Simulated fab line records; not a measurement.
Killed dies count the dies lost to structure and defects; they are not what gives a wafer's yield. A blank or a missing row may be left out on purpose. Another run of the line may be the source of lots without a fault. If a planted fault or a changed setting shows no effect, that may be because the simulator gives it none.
The tool behind it: which one? | flow n5 finfet | 11 lots, 33 wafers sampled, at 1 step of a route of 1938

WHAT THE GAUGES SHOWED, per wafer
N5_BEOL_M6_INSPECT_13: inspects for defects (brightfield).
lot  | measured     | on                | raw defect count
L077 | day 8 20:46  | defect inspect-01 | 264 398 346
L079 | day 9 20:26  | defect inspect-02 | 479 477 383
L078 | day 10 03:11 | defect inspect-01 | 477 375 413
L082 | day 10 08:20 | defect inspect-02 | 287 387 325
L084 | day 10 17:40 | defect inspect-01 | 316 308 322
L086 | day 11 11:51 | defect inspect-01 | 340 328 348
L088 | day 12 05:28 | defect inspect-01 | 503 591 485
L089 | day 12 14:19 | defect inspect-01 | 241 334 403
L092 | day 13 00:16 | defect inspect-02 | 347 317 330
L094 | day 13 14:12 | defect inspect-02 | 485 437 689
L096 | day 14 04:38 | defect inspect-01 | 295 480 339

WHICH TOOL RAN EACH LOT (tool, then ch and the chambers of the sampled wafers, then the start)
No process step before these readings appears in the record.

THE ANSWER, worked out from the rows above alone
Rule: the lots themselves supply what counts as usual. Put in order of their means at a reading, lots are off if they are a third of the lots or fewer, leave a main group of 4 or more, and stand apart from it by a gap of 3 or more times the standard deviation of the main group's means; of several such gaps the widest counts. A main group is skipped when, at the precision printed for the reading in the tables above, its means are all equal. A lot without any number at a reading at which 4 lots or more have one is off too. The other lots that the step has rows for count as sound.
None of the lots is off at any reading shown; this tells nothing.

WHAT THE SIMULATOR HAD PUT IN
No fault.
